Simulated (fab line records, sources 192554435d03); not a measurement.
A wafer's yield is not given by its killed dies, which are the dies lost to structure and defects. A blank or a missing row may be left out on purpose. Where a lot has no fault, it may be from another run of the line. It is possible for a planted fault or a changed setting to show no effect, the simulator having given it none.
Chamber matching | flow n5 finfet | 3 sister chambers for N5_BEOL_M4_ILD_DEP_00 on pecvd-03
The step deposits SiOC from DEMS/O2, target thk 79 nm, time 15.3 s. 3 wafers are shown with their chamber, then 8 later ones without.

WAFERS, EACH WITH ITS CHAMBER
wafer  | chamber | rf fwd power W (W)
L089.4 | 2       | 494.6
L089.5 | 0       | 491.9
L093.4 | 1       | 488.7

WAFERS WITH NO CHAMBER GIVEN
wafer  | rf fwd power W (W)
L093.5 | 495.3
L093.6 | 495.2
L094.2 | 490.2
L094.4 | 493.6
L094.5 | 496.0
L097.1 | 493.5
L097.4 | 490.3
L097.6 | 492.9

EACH ONE'S CHAMBER
wafer  | from the rows above     | in truth
L093.5 | 2                       | 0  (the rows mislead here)
L093.6 | 2                       | 2
L094.2 | can't be placed: 1 or 0 | 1
L094.4 | can't be placed: 2 or 0 | 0
L094.5 | 2                       | 2
L097.1 | can't be placed: 2 or 0 | 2
L097.4 | can't be placed: 0 or 1 | 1
L097.6 | can't be placed: 0 or 2 | 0
Correctly placed: 2 of 8. These rows do not allow placing 5 (true chamber among the candidates in 5). Placed wrongly: 1.
How it was worked out, from the rows above alone: a wafer's distance from a chamber is the root of the sum, over the readings, of the square of ((its reading less the chamber's mean) divided by the reading's scatter). If the next closest chamber is less than 2 further off than the closest, the wafer can't be placed; otherwise it belongs to the closest. Each chamber's mean is taken over the wafers shown for it. The scatter: with one shown wafer a chamber, the root of the mean of the squares of how far each hidden wafer lies from its nearest shown one.
